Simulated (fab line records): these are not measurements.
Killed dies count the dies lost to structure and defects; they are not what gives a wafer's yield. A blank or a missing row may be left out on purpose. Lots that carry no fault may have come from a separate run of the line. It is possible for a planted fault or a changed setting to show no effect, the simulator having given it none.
One fault seen from 3 desks    flow n5-finfet    only its own numbers are on each desk; what lay behind them is given at the end

## THE DEFECT DESK
Per lot, the means of the sampled wafers with a number show what the inspections along the route counted. If a lot's mean is further than 4 standard deviations from the usual mean, the lot is out of limits and carries the mark OUT (the distance appears in the brackets).
Columns: A = raw-defect-count at N5_BEOL_M15_INSPECT_55, usual 74; B = raw-defect-count at N5_MIM_TOP_LITHO_INSPECT_12, usual 2.1
lot   first seen here  A    B
L646  day 12 09:43     50   0.7
L650  day 13 11:58     50   1.7
L656  day 14 09:35     76   3.0
L666  day 17 20:02     100  2.3
L665  day 17 23:48     68   0.7
Result from this desk: across the 5 lots, nothing is out of limits.

## FOR THE TOOL OWNER'S DESK: pecvd-03
The tool's own readings at N5_PASSIVATION_PECVD_00 (deposits SiO2 from SiH4/N2O, target thk 200 nm, time 11.2 s): means of the sampled wafers that have a number, for each lot that ran on this tool. If a lot's mean is further than 4 standard deviations from the usual mean, the lot is out of limits and carries the mark OUT (the distance appears in the brackets).
Columns: A = heater-power-outer-w at N5_PASSIVATION_PECVD_00, usual 394 W; B = heater-power-w at N5_PASSIVATION_PECVD_00, usual 680 W; C = rf-fwd-power-W at N5_PASSIVATION_PECVD_00, usual 601.7 W; D = showerhead-plenum-p-Torr at N5_PASSIVATION_PECVD_00, usual 8.12 Torr; E = throttle-valve-pct at N5_PASSIVATION_PECVD_00, usual 51.0 %
lot   first seen here  A    B    C      D     E
L650  day 13 12:58     348  601  599.8  8.08  50.7
L656  day 14 10:35     370  650  599.2  8.12  49.3
Result from this desk: across the 2 lots, nothing is out of limits.

## THE METROLOGY DESK
Lot by lot, what the gauges showed, no matter which tool ran the lot: averages of those sampled wafers that carry a number. If a lot's mean is further than 4 standard deviations from the usual mean, the lot is out of limits and carries the mark OUT (the distance appears in the brackets). Readings shown: 7 of its 27, picked as those furthest out on some lot.
Columns: A = COMB_M14 at N5_BEOL_M15_RC_MEAS_101, usual 3.8e-12 S/m; B = COMB_M6 at N5_BEOL_M15_RC_MEAS_101, usual 2.6e-11 S/m; C = COMB_M7 at N5_BEOL_M15_RC_MEAS_101, usual 2.5e-11 S/m; D = COMB_M9 at N5_BEOL_M15_RC_MEAS_101, usual 1.5e-11 S/m; E = SERP_M14 at N5_BEOL_M15_RC_MEAS_101, usual 0.159 ohm/um; F = SERP_M8 at N5_BEOL_M15_RC_MEAS_101, usual 13.9 ohm/um; G = cd-nm at N5_MIM_TOP_LITHO_CD_MEAS_08, usual 2000.2 nm
lot   first seen here  A        B        C        D        E      F     G
L646  day 12 09:34     4.3e-12  3.5e-11  2.5e-11  2.3e-11  0.158  14.4  2000.4
L650  day 13 11:49     2.8e-12  2.6e-11  2.6e-11  1.8e-11  0.158  13.0  2001.6
L656  day 14 09:26     3.4e-12  2.4e-11  3.0e-11  2.0e-11  0.162  14.7  2001.8
L666  day 17 19:51     4.0e-12  2.7e-11  2.4e-11  1.1e-11  0.154  13.4  1998.2
L665  day 17 23:39     3.6e-12  2.3e-11  3.3e-11  1.3e-11  0.156  13.6  2004.2
Result from this desk: across the 5 lots, nothing is out of limits.

## ALL TOGETHER
The defect desk saw nothing out of limits.
The tool owner's desk saw nothing out of limits.
At the metrology desk, nothing out of limits was observed.

## WHAT WAS PUT IN BY THE SIMULATOR
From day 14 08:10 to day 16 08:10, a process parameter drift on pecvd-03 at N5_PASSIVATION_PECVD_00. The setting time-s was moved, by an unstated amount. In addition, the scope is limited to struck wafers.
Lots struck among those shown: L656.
